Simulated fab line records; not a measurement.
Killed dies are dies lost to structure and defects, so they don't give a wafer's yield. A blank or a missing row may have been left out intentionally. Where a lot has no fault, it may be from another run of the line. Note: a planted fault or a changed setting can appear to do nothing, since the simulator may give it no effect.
fab line records	flow nand-harc	part 1 of 2: steps 1 to 25 of 37
[record] lots = 5	wafers = 15	last-day = 32
route steps=1302 shown A_CHANNEL_FILL_D1@497 A_DECK1_JOINT@518
lots untouched by any fault: they come from a run of this same line in which no faults occurred
start-h: hours from the record's opening day to when the first of the lot's shown wafers began	wait-h: time in hours since the lot's previous step	" identical to the entry in the row above	L1.1+2: several wafers, shown together as one row	- no value, or no start given	* or withheld: withheld	< > ~ a bound
route shown NAME@n: a module of which the file shows steps, and the number in the route of the first	usual: mean/standard deviation taken from wafers without a fault	same: alike in all rows	chamber/n: place in a boat	sites: the reading at each site	_std_site: standard deviation of those values	_edge_site: the outer-site mean with the inner-site mean subtracted	radius-mm: how far each site lies from the wafer's centre	mask NAME#n: copy n	behind: the most recent tool/chamber to have shaped the wafer	hold: reason for holding the lot/hours on hold/outcome of the hold	device: whichever transistor did not switch (one of n, p or np)	end of line: at the end of the route, the tests of the same wafers	a step without rows: its recipe alone	killed: at the first sort, the dies lost to defects and structure; wafer yield is something else	map: a wafer's dies, x killed, . not, _ none there
set.NAME: the setting that was run; set.NAME@STEP: the one run at that earlier step	model.NAME: the simulator's own value behind a step, which no gauge read
lots at some steps of the route; a table a step, a row a wafer
services: when a tool's chamber went out of use (start-h, in hours from the record's first day, below 0 if earlier), for how many hours, and the reason
[[steps]]
[step NHARC_A_CHANNEL_FILL_D1_ANNEAL_17]
[recipe] temp-c = 850	time-s = 1800
[usual] spike-tc-lower-C = 850.6/1	tube-center-temp-C = 850/0.085
lot.wafer	tool	chamber	start-h	wait-h	spike-tc-lower-C	tube-center-temp-C
L075.2	furnace-01	0	208.54	-	849.7	850.21
L075.3	"	0	"	"	850.0	849.86
L075.6	"	0	"	"	848.9	850.02
L080.4	furnace-01	0	260.44	-	851.4	850.03
L080.5	"	0	"	"	851.1	849.94
L080.6	"	0	"	"	850.4	850.07
L083.3	furnace-01	0	307.00	-	851.9	850.01
L083.4	"	0	"	"	850.4	850.1
L083.6	"	0	"	"	851.6	850.01
L086.2	furnace-01	0	325.29	-	850.8	850
L086.5	"	0	"	"	849.7	849.92
L086.6	"	0	"	"	852.3	849.82
L092.4	furnace-03	0	381.62	3.4	850.8	849.99
L092.5	"	0	"	"	851.9	850.06
L092.6	"	0	"	"	852.7	849.93
[step NHARC_A_CHANNEL_FILL_D1_CVD_18]
[recipe] target-thk-a = 30	temp-c = 550	material = poly-Si
[usual] spike-tc-lower-C = 549.8/1.4	tube-center-temp-C = 550/0.053
lot.wafer	tool	chamber	start-h	wait-h	spike-tc-lower-C	tube-center-temp-C
L075.2	lpcvd-poly-01	0	215.12	-	549.6	549.98
L075.3	"	0	"	"	549.6	550
L075.6	"	0	"	"	549.2	550.03
L080.4	lpcvd-poly-02	0	266.91	-	548.5	550.02
L080.5	"	0	"	"	546.1	549.99
L080.6	"	0	"	"	549.9	550.02
L083.3	lpcvd-poly-01	0	313.50	-	547.9	550.02
L083.4	"	0	"	"	549.4	549.97
L083.6	"	0	"	"	548.1	550.14
L086.2	lpcvd-poly-02	0	331.70	-	549.4	550.13
L086.5	"	0	"	"	548.9	549.99
L086.6	"	0	"	"	548.2	550
L092.4	lpcvd-poly-01	0	388.19	-	549.7	549.95
L092.5	"	0	"	"	549.6	549.98
L092.6	"	0	"	"	548.5	550
[step NHARC_A_CHANNEL_FILL_D1_ETCHBACK_19]
[recipe] target-depth-a = 50	time-s = 1.7	hbr-flow-sccm = 150	cl2-flow-sccm = 50	rf-w = 400	icp-w = 400	bias-w = 100	chemistry = HBr/Cl2
[usual] drypump-motor-current-A = 5.9/0.39	oes-product-au = 1.006/0.012	throttle-valve-pct = 26.406/0.0099
lot.wafer	tool	chamber	start-h	wait-h	drypump-motor-current-A	oes-product-au	rf-hours-counter-h	throttle-valve-pct
L075.2	rie-si-03	0	217.21	0.4	6.3	1.013	1.1	26.421
L075.3	"	2	"	"	5.0	1.005	0.8	26.404
L075.6	"	3	"	"	5.8	1.006	-	26.399
L080.4	rie-si-05	0	269.00	0.4	5.6	0.992	0.7	26.397
L080.5	"	3	"	"	6.4	0.988	-	26.387
L080.6	"	0	"	"	5.6	0.988	-	26.412
L083.3	rie-si-05	0	315.55	0.4	5.5	0.985	0	26.398
L083.4	"	2	"	"	6.3	1.022	0	26.425
L083.6	"	3	"	"	6.3	1.007	-	26.398
L086.2	rie-si-05	2	333.79	0.4	6.2	1.030	0.1	26.436
L086.6	"	1	"	"	6.0	1.006	-	26.411
L086.5	"	2	"	"	6.3	1.019	-	26.402
L092.4	rie-si-02	3	390.26	0.4	5.8	1.003	0.6	26.402
L092.5	"	0	"	"	6.1	1.030	-	26.403
L092.6	"	1	"	"	5.9	0.990	-	26.426
[step NHARC_A_CHANNEL_FILL_D1_ETCHBACK_20]
[recipe] target-depth-a = 270	time-s = 13.5	c4f8-flow-sccm = withheld	o2-flow-sccm = 8	ar-flow-sccm = withheld	rf-w = 600	bias-w = 1500	chemistry = C4F8/O2/Ar
[usual] oes-product-au = 0.96/0.035	rf-vpp-V = 979/7.2
lot.wafer	tool	chamber	start-h	wait-h	oes-product-au	rf-hours-counter-h	rf-vpp-V
L075.3	rie-diel-09	2	217.34	-	1.00	2.4	988
L075.2	"	3	"	"	1.01	2.9	988
L075.6	"	3	"	"	1.01	-	988
L080.4	rie-diel-09	3	269.11	-	0.94	6.4	987
L080.6	"	3	"	"	0.93	-	990
L080.5	"	0	"	"	0.92	-	975
L083.3	rie-diel-13	2	315.66	-	0.93	7.0	969
L083.4	"	1	"	"	0.92	7.1	981
L083.6	"	3	"	"	0.92	-	988
L086.2	rie-diel-09	0	333.94	-	0.99	0.7	974
L086.5	"	1	"	"	0.99	-	979
L086.6	"	2	"	"	1.00	-	988
L092.6	rie-diel-13	0	390.39	-	1.01	-	974
L092.5	"	2	"	"	1.00	-	970
L092.4	"	3	"	"	0.99	-	988
[step NHARC_A_CHANNEL_FILL_D1_STRIP_28]
[recipe] time-s = 20	o2-flow-sccm = 500	ar-flow-sccm = 0	bias-w = 0	chemistry = O2
[usual] drypump-motor-current-A = 5.9/0.4	oes-product-au = 1.001/0.0094	rf-vpp-V = 57.8/0.94	showerhead-plenum-p-Torr = 3.56/0.18	throttle-valve-pct = 17.036/0.0098
lot.wafer	tool	chamber	start-h	wait-h	drypump-motor-current-A	oes-product-au	rf-hours-counter-h	rf-vpp-V	showerhead-plenum-p-Torr	throttle-valve-pct
L075.3	rie-diel-09	3	217.43	0.1	5.9	1.010	2.9	57.8	3.79	17.042
L075.2	"	0	"	"	6.1	1.000	2.8	58.5	3.45	17.034
L075.6	"	2	"	"	6.1	0.991	-	57.2	3.77	17.040
L080.4	rie-diel-09	1	269.21	0.1	6.3	0.994	5.7	56.8	3.58	17.045
L080.5	"	0	"	"	6.1	1.010	-	58.0	3.45	17.034
L080.6	"	1	"	"	6.3	0.997	-	58.1	3.58	17.031
L083.4	rie-diel-13	2	315.76	0.1	5.5	1.007	7.0	57.6	3.29	17.033
L083.3	"	0	"	"	5.4	1.007	7.6	56.0	3.43	17.049
L083.6	"	2	"	"	5.5	1.003	-	56.9	3.29	17.046
L086.2	rie-diel-09	2	334.00	0.1	6.1	0.995	0.7	57.0	3.77	17.042
L086.5	"	2	"	"	6.0	1.007	-	59.7	3.77	17.019
L086.6	"	3	"	"	5.9	1.002	-	56.6	3.78	17.053
L092.6	rie-diel-13	0	390.47	0.1	5.4	1.003	-	58.0	3.43	17.047
L092.5	"	2	"	"	5.4	0.990	-	57.3	3.29	17.033
L092.4	"	3	"	"	6.3	0.999	-	57.4	3.73	17.031
[step NHARC_A_CHANNEL_FILL_D1_PRECLEAN_21]
[recipe] time-s = 30	chemistry = dHF
lot.wafer	tool	chamber	start-h	wait-h
L075.2+6+3	wet-bench-01	2,4,6	217.54	-
L080.6+4+5	wet-bench-01	1,2,4	269.31	-
L083.6+3+4	wet-bench-01	3,4,6	315.86	-
L086.2+6+5	wet-bench-03	6,7,2	334.10	-
L092.4+5+6	wet-bench-01	6,1,3	390.56	-
[step NHARC_A_CHANNEL_FILL_D1_SRD_23]
lot.wafer	tool	chamber	start-h	wait-h
L075.2+6+3	wet-bench-01	2,4,6	217.57	0.0
L080.6+4+5	wet-bench-01	1,2,4	269.33	0.0
L083.6+3+4	wet-bench-01	3,4,6	315.91	0.0
L086.2+6+5	wet-bench-03	6,7,2	334.12	0.0
L092.4+5+6	wet-bench-01	6,1,3	390.59	0.0
[step NHARC_A_CHANNEL_FILL_D1_CVD_05]
[recipe] target-thk-a = 50	temp-c = 550	material = poly-Si
[usual] spike-tc-lower-C = 549.5/1.4	tube-center-temp-C = 550.01/0.049
lot.wafer	tool	chamber	start-h	wait-h	spike-tc-lower-C	tube-center-temp-C
L075.2	lpcvd-poly-01	0	220.01	2.4	549.8	550.1
L075.3	"	0	"	"	549.2	549.95
L075.6	"	0	"	"	551.4	550.06
L080.4	lpcvd-poly-01	0	271.78	2.4	548.6	550
L080.5	"	0	"	"	549.8	550.02
L080.6	"	0	"	"	548.4	550.02
L083.3	lpcvd-poly-01	0	318.36	2.5	549.3	549.97
L083.4	"	0	"	"	549.5	550.09
L083.6	"	0	"	"	548.3	549.98
L086.2	lpcvd-poly-04	0	336.49	2.4	548.5	550.03
L086.5	"	0	"	"	548.9	549.99
L086.6	"	0	"	"	550.1	550.08
L092.4	lpcvd-poly-02	0	392.93	2.3	548.6	549.99
L092.5	"	0	"	"	549.2	549.95
L092.6	"	0	"	"	548.1	550.01
[step NHARC_A_CHANNEL_FILL_D1_ANNEAL_22]
[recipe] temp-c = 620	time-s = 7200
[usual] spike-tc-lower-C = 620.3/1.3	tube-center-temp-C = 620/0.059
lot.wafer	tool	chamber	start-h	wait-h	spike-tc-lower-C	tube-center-temp-C
L075.2	furnace-03	0	227.44	5.6	624.2	620.04
L075.3	"	0	"	"	621.4	619.95
L075.6	"	0	"	"	621.7	620.01
L080.4	furnace-04	0	277.00	3.3	618.3	620.05
L080.5	"	0	"	"	619.9	620
L080.6	"	0	"	"	621.2	620.03
L083.3	furnace-04	0	323.54	3.3	621.2	619.99
L083.4	"	0	"	"	618.1	620.02
L083.6	"	0	"	"	620.6	620.01
L086.2	furnace-03	0	341.78	3.4	622.9	619.95
L086.5	"	0	"	"	622.0	619.93
L086.6	"	0	"	"	621.2	619.93
L092.4	furnace-01	0	399.71	4.9	621.1	620.05
L092.5	"	0	"	"	620.0	620.01
L092.6	"	0	"	"	622.5	620.08
[step NHARC_A_CHANNEL_FILL_D1_THK_MEAS_06]
[recipe] thk-meas-gauge = ellipsometry
[usual] thk-nm = 5.2/0.95
lot.wafer	tool	chamber	start-h	wait-h	thk-nm
L075.2	film-metro-02	-	231.49	0.4	4.8
L075.3	"	-	"	"	6.0
L075.6	"	-	"	"	5.7
L080.4	film-metro-02	-	280.97	0.4	6.1
L080.5	"	-	"	"	5.1
L080.6	"	-	"	"	3.6
L083.3	film-metro-02	-	327.53	0.4	3.8
L083.4	"	-	"	"	5.6
L083.6	"	-	"	"	6.7
L086.2	film-metro-02	-	345.80	0.4	4.5
L086.5	"	-	"	"	4.2
L086.6	"	-	"	"	4.0
L092.4	film-metro-01	-	403.73	0.4	6.2
L092.5	"	-	"	"	6.2
L092.6	"	-	"	"	3.4
[step NHARC_A_CHANNEL_FILL_D1_ALD_25]
[recipe] target-thk-a = 600	pulse-time-s = 10	ald-cycles = 600	temp-c = 300	material = SiOx
[usual] heater-power-outer-w = 262/23	heater-power-w = 470/31	precursor-pulse-height-rel = 0.998/0.022
lot.wafer	tool	chamber	start-h	wait-h	heater-power-outer-w	heater-power-w	precursor-pulse-height-rel	since-wet-clean-h
L075.3	ald-hk-03	1	232.16	0.7	247	429	0.972	11
L075.2	"	2	"	"	285	467	1.024	12
L075.6	"	1	234.62	3.1	249	432	0.967	-
L080.4	ald-hk-03	1	281.63	0.7	254	443	0.961	60
L080.6	"	0	283.46	2.5	267	477	0.982	-
L080.5	"	1	"	"	252	443	1.042	-
L083.4	ald-hk-01	0	328.81	1.3	241	447	1.012	24
L083.3	"	1	"	"	251	470	0.988	25
L083.6	"	2	"	"	241	468	1.015	-
L086.2	ald-hk-03	1	347.70	1.9	250	433	1.039	126
L086.5	"	2	"	"	281	487	0.980	-
L086.6	"	3	"	"	248	494	0.995	-
L092.4	ald-hk-03	0	404.40	0.7	264	455	1.000	5
L092.6	"	3	406.26	2.5	252	491	0.975	-
L092.5	"	0	"	"	268	461	1.000	-
[step NHARC_A_CHANNEL_FILL_D1_ETCHBACK_08]
[recipe] target-depth-a = 2200	time-s = 110	c4f8-flow-sccm = 20	ar-flow-sccm = withheld	rf-w = 600	bias-w = 300	chemistry = C4F8
[usual] oes-product-au = 0.96/0.037	rf-vpp-V = 442/3.3
lot.wafer	tool	chamber	start-h	wait-h	oes-product-au	rf-hours-counter-h	rf-vpp-V
L075.2	rie-diel-09	3	-	-	0.92	4.1	445
L075.3	"	2	"	"	0.93	3.7	445
L075.6	"	3	"	"	0.93	-	444
L080.4	rie-diel-13	3	-	-	0.99	6.0	444
L080.5	"	0	"	"	1.01	-	439
L080.6	"	1	"	"	1.00	-	442
L083.3	rie-diel-10	0	-	-	0.98	4.6	437
L083.4	"	1	"	"	0.99	4.9	442
L083.6	"	3	"	"	0.98	-	437
L086.2	rie-diel-09	0	-	-	0.93	1.0	440
L086.6	"	1	"	"	0.92	-	442
L086.5	"	2	"	"	0.93	-	445
L092.4	rie-diel-09	0	-	-	1.01	4.0	439
L092.5	"	2	"	"	1.00	-	445
L092.6	"	3	"	"	1.00	-	447
[step NHARC_A_CHANNEL_FILL_D1_STRIP_29]
[recipe] time-s = 20	o2-flow-sccm = 500	ar-flow-sccm = 0	bias-w = 0	chemistry = O2
[usual] drypump-motor-current-A = 5.9/0.4	oes-product-au = 1.002/0.0098	rf-vpp-V = 57.8/0.98	showerhead-plenum-p-Torr = 3.58/0.17	throttle-valve-pct = 17.036/0.008
lot.wafer	tool	chamber	start-h	wait-h	drypump-motor-current-A	oes-product-au	rf-hours-counter-h	rf-vpp-V	showerhead-plenum-p-Torr	throttle-valve-pct
L075.3	rie-diel-09	0	-	-	6.1	1.014	4.0	56.5	3.45	17.031
L075.2	"	1	"	"	6.3	1.009	3.1	57.9	3.58	17.038
L075.6	"	3	"	"	5.9	1.004	-	58.1	3.79	17.040
L080.4	rie-diel-13	0	-	-	5.4	1.003	6.0	57.3	3.43	17.040
L080.6	"	2	"	"	5.5	1.003	-	57.8	3.29	17.042
L080.5	"	3	"	"	6.3	0.990	-	58.0	3.74	17.035
L083.3	rie-diel-10	1	-	-	5.9	1.013	4.9	56.2	3.60	17.044
L083.4	"	3	"	"	5.7	1.003	4.0	56.4	3.34	17.042
L083.6	"	0	"	"	5.9	0.995	-	57.7	3.30	17.025
L086.2	rie-diel-09	2	-	-	6.0	0.999	1.1	59.3	3.77	17.046
L086.5	"	2	"	"	6.1	0.994	-	58.8	3.77	17.042
L086.6	"	3	"	"	5.9	1.017	-	58.5	3.78	17.030
L092.4	rie-diel-09	0	-	-	6.1	0.994	4.0	57.6	3.45	17.026
L092.5	"	1	"	"	6.3	1.003	-	56.8	3.57	17.041
L092.6	"	2	"	"	6.0	1.005	-	58.7	3.76	17.038
[step NHARC_A_CHANNEL_FILL_D1_PRECLEAN_30]
[recipe] time-s = 30	chemistry = dHF
lot.wafer	tool	chamber	start-h	wait-h
L075.2+3+6	wet-bench-03	0,2,3	237.33	-
L080.6+5+4	wet-bench-01	3,4,0	286.79	-
L083.6+3+4	wet-bench-01	4,7,1	333.38	-
L086.2+6+5	wet-bench-01	2,4,6	351.65	-
L092.5+4+6	wet-bench-01	5,6,7	409.59	-
[step NHARC_A_CHANNEL_FILL_D1_SRD_31]
lot.wafer	tool	chamber	start-h	wait-h
L075.2+3+6	wet-bench-03	0,2,3	237.35	0.0
L080.6+5+4	wet-bench-01	3,4,0	286.81	0.0
L083.6+3+4	wet-bench-01	4,7,1	333.40	0.0
L086.2+6+5	wet-bench-01	2,4,6	351.68	0.0
L092.5+4+6	wet-bench-01	5,6,7	409.61	0.0
[step NHARC_A_CHANNEL_FILL_D1_CVD_09]
[recipe] target-thk-a = 1500	temp-c = 620	pressure-mtorr = 200	time-s = 3000	material = poly-Si
[usual] spike-tc-lower-C = 619.6/1.5	tube-center-temp-C = 620/0.053
lot.wafer	tool	chamber	start-h	wait-h	spike-tc-lower-C	tube-center-temp-C
L075.2	lpcvd-poly-01	0	239.80	2.4	621.4	619.91
L075.3	"	0	"	"	617.9	619.96
L075.6	"	0	"	"	618.7	619.91
L080.4	lpcvd-poly-02	0	289.16	2.3	618.7	620.1
L080.5	"	0	"	"	618.8	619.91
L080.6	"	0	"	"	617.6	619.95
L083.3	lpcvd-poly-01	0	335.86	2.5	620.0	619.9
L083.4	"	0	"	"	619.8	620.05
L083.6	"	0	"	"	620.4	620.04
L086.2	lpcvd-poly-01	0	354.13	2.4	619.3	619.97
L086.5	"	0	"	"	620.4	620.03
L086.6	"	0	"	"	618.9	620
L092.4	lpcvd-poly-01	0	412.06	2.4	620.0	619.89
L092.5	"	0	"	"	620.7	620.05
L092.6	"	0	"	"	618.6	619.96
[step NHARC_A_CHANNEL_FILL_D1_CMP_10]
[recipe] target-thk-nm = 150
[usual] motor-current-A = 12.0/0.77	time-to-endpoint-s = 15.5/2.7
lot.wafer	tool	chamber	start-h	wait-h	motor-current-A	time-to-endpoint-s
L075.3	cmp-03	3	242.99	0.4	12.0	10.6
L075.2	"	0	"	"	12.2	13.8
L075.6	"	0	"	"	11.4	11.7
L080.4	cmp-04	3	292.33	0.4	11.6	15.9
L080.5	"	2	"	"	11.1	18.3
L080.6	"	3	"	"	11.8	13.9
L083.3	cmp-01	3	339.09	0.4	13.1	15.8
L083.4	"	0	"	"	12.2	15.7
L083.6	"	3	"	"	12.3	15.8
L086.2	cmp-01	1	357.39	0.4	10.9	12.2
L086.5	"	0	"	"	12.1	14.3
L086.6	"	1	"	"	11.7	13.2
L092.4	cmp-01	2	415.31	0.4	10.4	15.5
L092.6	"	3	"	"	12.8	15.6
L092.5	"	0	"	"	11.7	16.8
[step NHARC_A_CHANNEL_FILL_D1_SRD_12]
lot.wafer	tool	chamber	start-h	wait-h
L075.6+2+3	wet-bench-01	6,0,2	243.29	0.0
L080.5+4+6	wet-bench-01	3,4,5	292.61	0.0
L083.6+4+3	wet-bench-05	5,6,2	339.38	0.0
L086.5+2+6	wet-bench-03	2,6,7	357.66	0.0
L092.4+6+5	wet-bench-03	6,7,2	415.54	0.0
[step NHARC_A_CHANNEL_FILL_D1_INSPECT_13]
[usual] raw-defect-count = 281/99
lot.wafer	tool	chamber	start-h	wait-h	raw-defect-count
L075.2	defect-inspect-01	-	243.41	0.0	302
L075.3	"	-	"	"	219
L075.6	"	-	"	"	263
L080.4	defect-inspect-02	-	292.72	0.0	120
L080.5	"	-	"	"	213
L080.6	"	-	"	"	197
L083.3	defect-inspect-01	-	339.52	0.0	234
L083.4	"	-	"	"	343
L083.6	"	-	"	"	250
L086.2	defect-inspect-01	-	357.78	0.0	161
L086.5	"	-	"	"	147
L086.6	"	-	"	"	156
L092.4	defect-inspect-02	-	415.65	0.0	292
L092.5	"	-	"	"	361
L092.6	"	-	"	"	394
[step NHARC_A_DECK1_JOINT_ETCHBACK_07]
[recipe] target-depth-a = 1050	time-s = 26.9	hbr-flow-sccm = 150	rf-w = 350	icp-w = 350	bias-w = 60	chemistry = HBr
[usual] drypump-motor-current-A = 5.8/0.34	oes-product-au = 1.000/0.0081	throttle-valve-pct = 23.265/0.0093
lot.wafer	tool	chamber	start-h	wait-h	drypump-motor-current-A	oes-product-au	rf-hours-counter-h	throttle-valve-pct
L075.3	rie-si-01	3	243.49	0.1	5.8	1.011	0.2	23.262
L075.2	"	0	"	"	5.5	0.988	0.3	23.271
L075.6	"	2	"	"	6.5	0.992	-	23.256
L080.4	rie-si-06	1	292.81	0.1	5.3	1.010	0.2	23.257
L080.6	"	2	"	"	5.7	0.999	-	23.258
L080.5	"	3	"	"	6.2	1.005	-	23.266
L083.3	rie-si-06	3	339.58	0.1	6.3	1.012	0.4	23.287
L083.4	"	0	"	"	5.6	1.013	-	23.263
L083.6	"	1	"	"	5.3	0.997	-	23.267
L086.2	rie-si-04	0	357.85	0.1	5.8	0.997	0.1	23.280
L086.6	"	3	"	"	5.7	0.993	-	23.270
L086.5	"	0	"	"	5.8	0.985	-	23.272
L092.4	rie-si-04	3	415.74	0.1	5.7	0.995	0.4	23.263
L092.6	"	1	"	"	5.8	1.001	-	23.254
L092.5	"	2	"	"	5.4	1.004	-	23.261
[step NHARC_A_DECK1_JOINT_ETCH_25]
[recipe] target-depth-a = 5	chemistry = dHF	material = SiO2
lot.wafer	tool	chamber	start-h	wait-h
L075.6+2+3	wet-bench-09	5,0,2	243.61	0.1
L080.5+4+6	wet-bench-02	3,4,0	292.92	0.1
L083.6+3+4	wet-bench-09	0,1,2	339.76	0.1
L086.5+2+6	wet-bench-02	3,4,5	357.99	0.1
L092.5+6+4	wet-bench-02	2,3,4	415.86	0.1
[step NHARC_A_DECK1_JOINT_ETCH_19]
[recipe] temp-c = 25	target-depth-a = 30	chemistry = TMAH	material = poly-Si
lot.wafer	tool	chamber	start-h	wait-h
L075.6+2+3	wet-bench-09	5,0,2	243.65	0.0
L080.5+4+6	wet-bench-02	3,4,0	292.95	0.0
L083.6+3+4	wet-bench-09	0,1,2	339.79	0.0
L086.5+2+6	wet-bench-02	3,4,5	358.03	0.0
L092.5+6+4	wet-bench-02	2,3,4	415.89	0.0
[step NHARC_A_DECK1_JOINT_ETCH_18]
[recipe] target-depth-a = 30	chemistry = dHF	material = SiO2
lot.wafer	tool	chamber	start-h	wait-h
L075.6+2+3	wet-bench-09	5,0,2	-	-
L080.5+4+6	wet-bench-02	3,4,0	-	-
L083.6+3+4	wet-bench-09	0,1,2	-	-
L086.5+2+6	wet-bench-02	3,4,5	-	-
L092.5+6+4	wet-bench-02	2,3,4	-	-
[step NHARC_A_DECK1_JOINT_WET_08]
[recipe] temp-c = 160	time-s = 86	chemistry = H3PO4
lot.wafer	tool	chamber	start-h	wait-h
L075.2+3+6	wet-h3po4-01	0	245.45	-
L080.4+5+6	wet-h3po4-01	1	294.76	-
L083.3+4+6	wet-h3po4-02	1	341.60	-
L086.2+5+6	wet-h3po4-02	1	359.82	-
L092.4+5+6	wet-h3po4-02	1	417.70	-
[step NHARC_A_DECK1_JOINT_ETCH_09]
[recipe] target-depth-a = 50	chemistry = dHF	material = SiO2
lot.wafer	tool	chamber	start-h	wait-h
L075.2+6+3	wet-bench-09	0,1,4	246.00	0.0
L080.5+4+6	wet-bench-09	7,0,1	295.32	0.0
L083.4+3+6	wet-bench-02	7,0,3	342.13	0.0
L086.2+6+5	wet-bench-07	3,4,6	360.38	0.0
L092.5+6+4	wet-bench-09	0,3,4	418.24	0.0
